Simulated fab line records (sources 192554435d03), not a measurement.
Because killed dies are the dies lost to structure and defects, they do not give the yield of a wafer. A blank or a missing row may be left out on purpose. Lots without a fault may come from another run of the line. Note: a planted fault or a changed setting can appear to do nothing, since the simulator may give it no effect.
fab line records + flow n5-finfet
[record]
- lots = 4
- wafers = 12
- last-day = 17
route steps=1938 shown BEOL_M4@1101 BEOL_M5@1112 PASSIVATION@1936
lots with no fault: from the same line, run without faults
start-h: the number of hours between the record's first day and the start of the first shown wafer of the lot + wait-h: hours elapsed since this lot's preceding step + " same as the row above + L1.1+2: one row covering several wafers at once + - value missing, or start not given + * or withheld: withheld + < > ~ a bound
route shown NAME@n: NAME is a module with steps in the file, n the number in the route of the first one + usual: mean/standard deviation taken from wafers without a fault + same: alike in all rows + chamber/n: place in a boat + sites: each site's reading + _std_site: how widely they spread, as a standard deviation + _edge_site: outer sites' mean less inner sites' + radius-mm: how far each site lies from the wafer's centre + mask NAME#n: copy n + behind: tool/chamber where the wafer was last shaped + hold: reason for holding the lot/hours on hold/outcome of the hold + device: the transistor (n, p or np) that didn't switch + end of line: the tests these same wafers got at the end of their route + a step with no rows: only its recipe + killed: dies lost to structure and defects at the first sort, not the wafer's yield + map: dies across one wafer; x = killed, . = not, _ = none there
set.NAME: the setting that was run; set.NAME@STEP: the one run at that earlier step + model.NAME: the simulator's own value behind a step, which no gauge read
lots at selected steps of the route; one table per step, one row per wafer
services: a tool's chamber out of use, with start hour (start-h, from the record's first day; less than 0 if before it), hours out, and reason
[[steps]]
[step N5_BEOL_M4_ECD_50]
[recipe]
- material = Cu
- target-thk-a = 3000
[step N5_BEOL_M4_ANNEAL_51]
[recipe]
- temp-c = 225
- time-s = 90
- ambient = N2
[step N5_BEOL_M4_CMP_52]
[recipe]
- stop-on = SiOC
- t-overpolish-s = 6.8
- down-force-psi = 1
- platen-rpm = 50
- clearing-platen-down-force-psi = 1.5
- clearing-platen-rpm = 50
- post-cmp-clean = cu-alkaline
- target-thk-nm = 40
- clearing-platen-pad-velocity-m-s = 0.99484
- pad-velocity-m-s = 0.99484
[step N5_BEOL_M4_PRE_CLEAN_60]
[recipe]
- gas = NH3/H2
- time-s = 15
- temp-c = *
- rf-power-w = 300
[step N5_BEOL_M4_CO_CAP_55]
[recipe]
- material = Co
- target-thk-a = 20
- temp-c = 200
- precursor = CCTBA/H2
- pressure-torr = 30
- time-s = 102.1
[step N5_BEOL_M4_PRE_CLEAN_56]
[recipe]
- gas = NH3
- time-s = 15
- temp-c = withheld
- rf-power-w = 300
[step N5_BEOL_M4_DEP_57]
[recipe]
- material = SiCN
- target-thk-a = 80
- temp-c = withheld
- precursor = 3MS/NH3
- pressure-torr = 3
- rf-w = 202
- time-s = 14
[step N5_BEOL_M5_ILD_DEP_00]
[recipe]
- material = SiCOH_lowk
- target-thk-a = 1406.4
- temp-c = 300
- precursor = DEMS/porogen
- pressure-torr = 5
- rf-w = 500
- time-s = 25.9
[step N5_BEOL_M5_CURE_79]
[recipe]
- temp-c = 385
- time-s = 240
- ambient = He/Ar
- material = SiCOH_lowk
[usual]
- lamp-power-pct = 52.31/0.056
- run-length-s = 286.2/1.7
- wafer_temp_C_max = 387.1/0.62
| lot.wafer | tool       | chamber | start-h | wait-h | lamp-power-pct | run-length-s | wafer_temp_C_max | model.SiCOH_lowk_of_BEOL_M5_ILD_DEP_00.thk-nm |
|-----------|------------|---------|---------|--------|----------------|--------------|------------------|-----------------------------------------------|
| L404.2    | uv-cure-03 | 2       | 169.64  | 0.4    | 52.31          | 290.0        | 386.4            | 120.2                                         |
| L404.3    | "          | 2       | "       | "      | 52.38          | 289.8        | 386.3            | 120.2                                         |
| L404.5    | "          | 2       | "       | "      | 52.39          | 289.7        | 386.5            | 118.2                                         |
| L413.4    | uv-cure-03 | 2       | 232.82  | 0.3    | -              | -            | -                | 139.8                                         |
| L413.5    | "          | 2       | "       | "      | -              | -            | -                | 141.8                                         |
| L413.6    | "          | 2       | "       | "      | -              | -            | -                | 140.2                                         |
| L414.3    | uv-cure-03 | 1       | 243.32  | 0.2    | -              | -            | -                | 138.6                                         |
| L414.5    | "          | 1       | "       | "      | -              | -            | -                | 142.8                                         |
| L414.6    | "          | 1       | "       | "      | -              | -            | -                | 142.2                                         |
| L425.3    | uv-cure-01 | 1       | 312.25  | 0.6    | 52.26          | 286.0        | 387.4            | 120                                           |
| L425.4    | "          | 1       | "       | "      | 52.33          | 286.2        | 388.3            | 122.2                                         |
| L425.6    | "          | 1       | "       | "      | 52.30          | 286.0        | 387.4            | 122.4                                         |
[step N5_BEOL_M5_THK_MEAS_01]
[recipe]
- reads = SiCOH_lowk_of_BEOL_M5_ILD_DEP_00
[usual]
- M5_ILD_THK = 121.1/1.8
| lot.wafer | tool          | chamber | start-h | wait-h | M5_ILD_THK[nm] |
|-----------|---------------|---------|---------|--------|----------------|
| L404.2    | film-metro-02 | -       | 170.47  | 0.7    | 120.1          |
| L404.3    | "             | -       | "       | "      | 120.1          |
| L404.5    | "             | -       | "       | "      | 118.3          |
| L413.4    | film-metro-02 | -       | 233.09  | 0.2    | 139.9          |
| L413.5    | "             | -       | "       | "      | 141.7          |
| L413.6    | "             | -       | "       | "      | 140.2          |
| L414.3    | film-metro-02 | -       | 243.68  | 0.3    | 138.5          |
| L414.5    | "             | -       | "       | "      | 142.9          |
| L414.6    | "             | -       | "       | "      | 142.3          |
| L425.3    | film-metro-01 | -       | 312.60  | 0.3    | 120.1          |
| L425.4    | "             | -       | "       | "      | 122.3          |
| L425.6    | "             | -       | "       | "      | 122.3          |
[step N5_BEOL_M5_PECVD_70]
[recipe]
- material = SiO2
- target-thk-a = 160
- temp-c = 400
- precursor = TEOS/O2
- pressure-torr = 5.5
- rf-w = 450
- teos-flow-sccm = 53.8
- gas = O2
- flow-sccm = 3000
- time-s = 18
[step N5_BEOL_M5_HM_DEP_02]
[recipe]
- material = TiN
- target-thk-a = 200
- temp-c = 25
- chamber-pressure-pa = 0.49996
[step N5_BEOL_M5_COAT_59]
[recipe]
- resist = SOC
- temp-c = 250
- time-s = 60
- spin-rpm = 1500
- resist-thk-nm = 60
[step N5_BEOL_M5_COAT_60]
[recipe]
- resist = SiARC
- temp-c = 220
- time-s = 60
- spin-rpm = 1500
- resist-thk-nm = 12
[step N5_BEOL_M5_COAT_71]
[recipe]
- resist = underlayer
- temp-c = 205
- time-s = 60
- spin-rpm = 1500
- resist-thk-nm = 5
[step N5_BEOL_M5_COAT_05]
[recipe]
- resist = CAR-EUV
- spin-rpm = 1500
- resist-thk-nm = 30
[step N5_BEOL_M5_EBR_07]
[recipe]
- solvent = PGMEA
- ebr-width-mm = 1.5
[step N5_BEOL_M5_SOFTBAKE_06]
[recipe]
- temp-c = 110
- time-s = 60
- resist = CAR-EUV
[step N5_BEOL_M5_EXPOSE_08]
[recipe]
- mask-id = M5
- na = 0.33
- source-shape = annular
- sigma-inner = 0.4
- sigma-outer = 0.8
- polarization = unpolarized
- target-cd-nm = 28
- dose-mj = 35.75
[step N5_BEOL_M5_PEB_09]
[recipe]
- peb-temp-c = 100
- peb-time-s = 60
- resist = CAR-EUV
[step N5_BEOL_M5_DEVELOP_10]
[recipe]
- develop-time-s = 30
- developer = TMAH
- resist = CAR-EUV
- rinse-liquid = surfactant-rinse
- dry = air-spin
- dev-temp-c = 23
[step N5_BEOL_M5_DESCUM_16]
[recipe]
- chemistry = O2
- time-s = 7
- source-power-w = 50
- bias-power-w = 20
- pressure-mtorr = 20
- rf-frequency-hz = 2.712e+07
- temp-c = 40
- resist = CAR-EUV
- o2-flow-sccm = 225
[step N5_BEOL_M5_ETCH_72]
[recipe]
- chemistry = N2/H2
- target = underlayer
- target-depth-a = 65
- mask-material = CAR-EUV
- time-s = 5.2
- ion-energy-ev = 200
- pressure-mtorr = 30
- source-w = 840
- bias-w = 150
- n2-flow-sccm = 200
- h2-flow-sccm = 200
- ends = cleared
[step N5_BEOL_M5_ETCH_61]
[recipe]
- chemistry = CF4
- target = SiARC
- target-depth-a = 156
- mask-material = CAR-EUV
- time-s = 26
- ion-energy-ev = 80
- pressure-mtorr = 40
- source-w = 545
- bias-w = 36
- Ar_flow_sccm = 100
- cf4-flow-sccm = 100
- ends = cleared
[step N5_BEOL_M5_ETCH_62]
[recipe]
- chemistry = N2/H2
- target = SOC
- target-depth-a = 750
- overetch-a = 150
- mask-material = SiARC
- temp-c = 40
- time-s = 112.5
- ion-energy-ev = 200
- pressure-mtorr = 30
- source-w = 840
- bias-w = 150
- n2-flow-sccm = 200
- h2-flow-sccm = 200
[step N5_BEOL_M5_STRIP_63]
[recipe]
- chemistry = N2/H2
- temp-c = 40
- n2-flow-sccm = 200
- h2-flow-sccm = 200
- rf-frequency-hz = 6e+07
[step N5_BEOL_M5_STRIP_73]
[recipe]
- chemistry = N2/H2
- temp-c = 40
- n2-flow-sccm = 200
- h2-flow-sccm = 200
- rf-frequency-hz = 6e+07
[step N5_BEOL_M5_STRIP_64]
[recipe]
- chemistry = CF4
- resist = SiARC
- power-w = 300
- bias-power-w = 75
- pressure-mtorr = 50
- cf4-flow-sccm = 150
- rf-frequency-hz = 6e+07
[step N5_BEOL_M5_HM_OPEN_17]
[recipe]
- chemistry = Cl2/BCl3
- target-depth-a = 200
- overetch-a = 60
- target = TiN
- mask-material = SOC
- ion-energy-ev = 150
- pressure-mtorr = 10
- icp-w = 1000
- bias-w = 126
- Cl2_flow_sccm = 53.25
- bcl3-flow-sccm = 21.75
- Ar_flow_sccm = 25
[step N5_BEOL_M5_STRIP_19]
[recipe]
- chemistry = O2
- power-w = 400
- temp-c = 40
- pressure-mtorr = 30
- rf-frequency-hz = 6e+07
- bias-power-w = 0
- overash-fraction = 0.2
- o2-flow-sccm = 225
[step N5_BEOL_M5_COAT_65]
[recipe]
- resist = SOC
- temp-c = 250
- time-s = 60
- spin-rpm = 1500
- resist-thk-nm = 60
[step N5_BEOL_M5_COAT_66]
[recipe]
- resist = SiARC
- temp-c = 220
- time-s = 60
- spin-rpm = 1500
- resist-thk-nm = 12
[step N5_BEOL_M5_COAT_74]
[recipe]
- resist = underlayer
- temp-c = 205
- time-s = 60
- spin-rpm = 1500
- resist-thk-nm = 5
[step N5_BEOL_M5_COAT_22]
[recipe]
- resist = CAR-EUV
- spin-rpm = 1500
- resist-thk-nm = 30
[step N5_BEOL_M5_CMP_52]
[recipe]
- stop-on = SiCOH_lowk
- t-overpolish-s = 6.9
- down-force-psi = 1
- platen-rpm = 50
- clearing-platen-down-force-psi = 1.5
- clearing-platen-rpm = 50
- post-cmp-clean = cu-alkaline
- target-thk-nm = 62
- clearing-platen-pad-velocity-m-s = 0.99484
- pad-velocity-m-s = 0.99484
[usual]
- clearing-platen-rpm = 50.002/0.025
- edge-zone-pressure-frac = 1.000/0.0044
- motor-current-A = 5.8/0.52
- retaining-ring-pressure-frac = 1.001/0.005
| lot.wafer | tool   | chamber | start-h | wait-h | clearing-platen-rpm | edge-zone-pressure-frac | motor-current-A | retaining-ring-pressure-frac | model.SiCOH_lowk_of_BEOL_M5_ILD_DEP_00.thk-nm |
|-----------|--------|---------|---------|--------|---------------------|-------------------------|-----------------|------------------------------|-----------------------------------------------|
| L404.2    | cmp-03 | 2       | 179.82  | 0.3    | 49.999              | 0.993                   | 5.6             | 1.003                        | 117.2                                         |
| L404.3    | "      | 3       | "       | "      | 50.021              | 1.000                   | 6.0             | 1.006                        | 117.2                                         |
| L404.5    | "      | 0       | "       | "      | 50.006              | 1.001                   | 5.6             | 0.992                        | 115.2                                         |
| L413.4    | cmp-02 | 0       | 242.92  | 0.2    | 49.992              | 1.003                   | 6.2             | 1.001                        | 136.8                                         |
| L413.6    | "      | 2       | "       | "      | 50.000              | 0.997                   | 5.9             | 0.995                        | 137.2                                         |
| L413.5    | "      | 3       | "       | "      | 50.030              | 1.011                   | 5.4             | 1.003                        | 138.8                                         |
| L414.3    | cmp-03 | 1       | 252.55  | 0.3    | 49.980              | 0.997                   | 5.3             | 1.004                        | 135.6                                         |
| L414.5    | "      | 3       | "       | "      | 49.996              | 0.997                   | 5.6             | 1.009                        | 139.8                                         |
| L414.6    | "      | 0       | "       | "      | 49.986              | 0.998                   | 5.3             | 1.001                        | 139.2                                         |
| L425.3    | cmp-03 | 1       | 322.24  | 0.2    | 49.998              | 1.000                   | 5.2             | 1.000                        | 117                                           |
| L425.4    | "      | 0       | "       | "      | 49.992              | 0.999                   | 5.3             | 1.009                        | 119.2                                         |
| L425.6    | "      | 2       | "       | "      | 49.993              | 0.999                   | 5.4             | 1.000                        | 119.4                                         |
[step N5_PASSIVATION_PROBE_49]
[usual]
- defect-limited-yield = 91.3/1.5
- killed_at_M0_to_M3 = 34/11
- killed_at_M4_up = 14/6.1
- killed-at-contacts = 12/5.9
- killed-at-front-end = 39/11
- killed-at-other = 4/3.3
- killed-dies = 102/18
- killed-open = 67/13
- killed-short = 33/7.9
- sort_bin_5_function = 5.1/1
- sort_bin_6_memory = 3.3/0.7
- sort-n-pass = 1077/19
- sort-yield-pct = 91.3/1.6
[same]
- gross-dies = 1180
- killed-at-back-side = 0
- sort_bin_4_leakage[%] = 0
- sort_bin_8_speed[%] = 0
| lot.wafer | tool      | chamber | start-h | wait-h | defect-limited-yield[%] | killed_at_M0_to_M3 | killed_at_M4_up | killed-at-contacts | killed-at-front-end | killed-at-other | killed-dies | killed-open | killed-short | sort_bin_5_function[%] | sort_bin_6_memory[%] | sort-n-pass | sort-yield-pct[%] |
|-----------|-----------|---------|---------|--------|-------------------------|--------------------|-----------------|--------------------|---------------------|-----------------|-------------|-------------|--------------|------------------------|----------------------|-------------|-------------------|
| L404.2    | prober-01 | -       | 261.07  | 0.1    | 90.7                    | 23                 | 15              | 20                 | 51                  | 1               | 110         | 71          | 34           | 5.3                    | 3.5                  | 1070        | 90.7              |
| L404.3    | prober-01 | -       | 261.12  | 0.1    | 88.2                    | 42                 | 15              | 18                 | 61                  | 3               | 139         | 95          | 43           | 7.5                    | 3.6                  | 1041        | 88.2              |
| L404.5    | prober-01 | -       | 261.22  | 0.2    | 91.9                    | 20                 | 5               | 12                 | 51                  | 8               | 96          | 71          | 25           | 4.2                    | 3.8                  | 1084        | 91.9              |
| L413.4    | prober-01 | -       | 328.22  | 0.2    | 93.2                    | 40                 | 10              | 7                  | 16                  | 7               | 80          | 44          | 35           | 4.6                    | 2.1                  | 1100        | 93.2              |
| L413.5    | prober-01 | -       | 328.27  | 0.2    | 89.6                    | 46                 | 16              | 19                 | 33                  | 9               | 123         | 81          | 40           | 7.0                    | 3.0                  | 1057        | 89.6              |
| L413.6    | prober-01 | -       | 328.32  | 0.3    | 91.1                    | 42                 | 9               | 11                 | 35                  | 8               | 105         | 67          | 38           | 5.4                    | 3.4                  | 1075        | 91.1              |
| L414.3    | prober-02 | -       | 343.12  | 0.1    | 93.6                    | 36                 | 8               | 7                  | 25                  | 0               | 76          | 43          | 26           | 3.1                    | 2.8                  | 1104        | 93.6              |
| L414.5    | prober-02 | -       | 343.22  | 0.2    | 90.0                    | 44                 | 18              | 16                 | 40                  | 0               | 118         | 80          | 32           | 6.2                    | 3.3                  | 1062        | 90.0              |
| L414.6    | prober-02 | -       | 343.27  | 0.3    | 89.4                    | 58                 | 8               | 26                 | 33                  | 0               | 125         | 76          | 45           | 6.6                    | 3.7                  | 1055        | 89.4              |
| L425.3    | prober-01 | -       | 404.29  | 0.1    | 93.5                    | 37                 | 2               | 14                 | 24                  | 0               | 77          | 52          | 23           | 4.0                    | 2.3                  | 1103        | 93.5              |
| L425.4    | prober-01 | -       | 404.34  | 0.2    | 91.4                    | 39                 | 17              | 10                 | 34                  | 2               | 102         | 72          | 26           | 4.6                    | 3.9                  | 1078        | 91.4              |
| L425.6    | prober-01 | -       | 404.44  | 0.3    | 91.9                    | 28                 | 16              | 9                  | 42                  | 1               | 96          | 68          | 26           | 5.1                    | 3.0                  | 1084        | 91.9              |
// killed by level:class
L404.2 FIN_SAQP:geometric-particle:open=20 MOL_CONTACT_COAG:geometric-particle:open=16 FIN_SAQP:geometric-particle:short=10 BEOL_M3:geometric-particle:open=8 DUMMY_GATE:geometric-particle:open=7 BEOL_M4:geometric-particle:open=6 MOL_CONTACT_COAG:geometric-particle:short=4 HKMG_FIN:area-etch=4
L404.3 FIN_SAQP:geometric-particle:open=23 MOL_CONTACT_COAG:geometric-particle:open=13 FIN_SAQP:geometric-particle:short=10 BEOL_M1:geometric-particle:open=8 GATE_CUT:geometric-particle:short=8 BEOL_M0:geometric-particle:open=8 BEOL_M3:geometric-particle:open=8 BEOL_M4:geometric-particle:open=7
L404.5 FIN_SAQP:geometric-particle:open=30 MOL_CONTACT_COAG:geometric-particle:open=11 FIN_SAQP:geometric-particle:short=9 STI_FIN_REVEAL:geometric-particle:open=6 BEOL_M0_SAQP:geometric-particle:open=5 BEOL_M2:geometric-particle:open=5 BEOL_M0:geometric-particle:open=3 MIM_BOT:geometric-particle:open=3
L413.4 BEOL_M0_SAQP:geometric-particle:short=9 BEOL_M0_SAQP:geometric-particle:open=7 BEOL_M1:geometric-particle:open=7 BEOL_M4:geometric-particle:open=6 MOL_CONTACT_COAG:geometric-particle:open=5 BEOL_M3:geometric-particle:open=4 FIN_SAQP:geometric-particle:short=3 GATE_CUT:geometric-particle:short=3
L413.5 MOL_CONTACT_COAG:geometric-particle:open=18 BEOL_M0_SAQP:geometric-particle:short=13 STI_FIN_REVEAL:geometric-particle:open=10 BEOL_M4:geometric-particle:open=10 FIN_SAQP:geometric-particle:open=8 GATE_CUT:geometric-particle:short=7 BEOL_M0_SAQP:geometric-particle:open=6 BEOL_M3:geometric-particle:open=6
L413.6 BEOL_M0_SAQP:geometric-particle:short=9 BEOL_M1:geometric-particle:open=8 GATE_CUT:geometric-particle:short=7 STI_FIN_REVEAL:geometric-particle:open=7 MOL_CONTACT_COAG:geometric-particle:open=7 BEOL_M0_SAQP:geometric-particle:open=7 BEOL_M2:geometric-particle:open=6 FIN_SAQP:geometric-particle:short=4
L414.3 BEOL_M0_SAQP:geometric-particle:short=10 BEOL_M0_SAQP:geometric-particle:open=8 MOL_CONTACT_COAG:geometric-particle:open=6 BEOL_M2:geometric-particle:open=5 STI_FIN_REVEAL:geometric-particle:open=4 BEOL_M4:geometric-particle:open=4 STARTING-WAFER:geometric-particle:open=4 HKMG_FIN:area-etch=4
L414.5 MOL_CONTACT_COAG:geometric-particle:open=14 BEOL_M4:geometric-particle:open=12 BEOL_M0_SAQP:geometric-particle:short=8 BEOL_M0_SAQP:geometric-particle:open=8 BEOL_M2:geometric-particle:open=8 BEOL_M3:geometric-particle:open=7 BEOL_M1:geometric-particle:open=6 STARTING-WAFER:geometric-particle:short=6
L414.6 MOL_CONTACT_COAG:geometric-particle:open=22 BEOL_M1:geometric-particle:open=10 BEOL_M0_SAQP:geometric-particle:short=9 FIN_SAQP:geometric-particle:open=7 BEOL_M2:geometric-particle:short=7 STARTING-WAFER:geometric-particle:open=7 BEOL_M0_SAQP:geometric-particle:open=6 BEOL_M2:geometric-particle:open=6
L425.3 BEOL_M3:geometric-particle:open=17 MOL_CONTACT_COAG:geometric-particle:open=10 STI_FIN_REVEAL:geometric-particle:open=9 FIN_SAQP:geometric-particle:short=4 BEOL_M0_SAQP:geometric-particle:short=4 BEOL_M0_SAQP:geometric-particle:open=4 FIN_SAQP:geometric-particle:open=3 MOL_CONTACT_COAG:geometric-particle:short=3
L425.4 BEOL_M3:geometric-particle:open=14 STI_FIN_REVEAL:geometric-particle:open=11 MOL_CONTACT_COAG:geometric-particle:open=8 BEOL_M1:geometric-particle:open=7 DUMMY_GATE:geometric-particle:open=5 FIN_SAQP:geometric-particle:short=4 BEOL_M4:geometric-particle:open=4 BEOL_M0_SAQP:geometric-particle:short=4
L425.6 STI_FIN_REVEAL:geometric-particle:open=13 FIN_SAQP:geometric-particle:open=9 BEOL_M0_SAQP:geometric-particle:open=6 DUMMY_GATE:geometric-particle:open=5 MOL_CONTACT_COAG:geometric-particle:open=5 BEOL_M1:geometric-particle:open=5 BEOL_M0_SAQP:geometric-particle:short=4 BEOL_M2:geometric-particle:open=4
[[services]]
| tool       | chamber | start-h | hours | kind                           |
|------------|---------|---------|-------|--------------------------------|
| cmp-03     | -       | 152.41  | 4.0   | pm                             |
| cmp-03     | -       | 156.41  | -     | consumable-replace:conditioner |
| cmp-03     | -       | 156.41  | -     | consumable-replace:pad         |
| cmp-03     | -       | 203.49  | 4.3   | repair                         |
| cmp-02     | -       | 208.01  | 1.8   | repair                         |
| uv-cure-03 | -       | 209.53  | 7.5   | pm                             |
| uv-cure-03 | -       | 233.15  | 0.6   | repair                         |
| cmp-03     | -       | 234.33  | 1.3   | repair                         |
| uv-cure-01 | -       | 236.00  | 1.0   | pm                             |
| uv-cure-01 | -       | 249.12  | 2.1   | pm                             |
| uv-cure-03 | -       | 267.64  | 2.1   | pm                             |
| cmp-03     | -       | 281.47  | 1.8   | repair                         |
[[key]]
[first-sign]
- step = N5_BEOL_M5_CURE_79
- reading = tool-record
- direction = missing
[effect]
- step = N5_BEOL_M5_THK_MEAS_01
- reading = M5_ILD_THK
- direction = up
- sigmas = 11
- usual = 121.1
- struck = 140.9
[model-effect]
- step = N5_BEOL_M5_CURE_79
- value = SiCOH_lowk_of_BEOL_M5_ILD_DEP_00.thk-nm
- without = 121.2
- struck = 140.9
[model-effect]
- step = N5_BEOL_M5_CMP_52
- value = SiCOH_lowk_of_BEOL_M5_ILD_DEP_00.thk-nm
- without = 118.2
- struck = 137.9
met-at N5_BEOL_M5_CURE_79
struck-wafers L413.4,L413.5,L413.6,L414.3,L414.5,L414.6
onset-between 169.64 232.82
[fault]
- kind = skipped-step-whole
- tool = uv-cure-03
- chamber = -
- onset-h = 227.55
- steps = N5_BEOL_M5_CURE_79
- scope = struck-lots-only
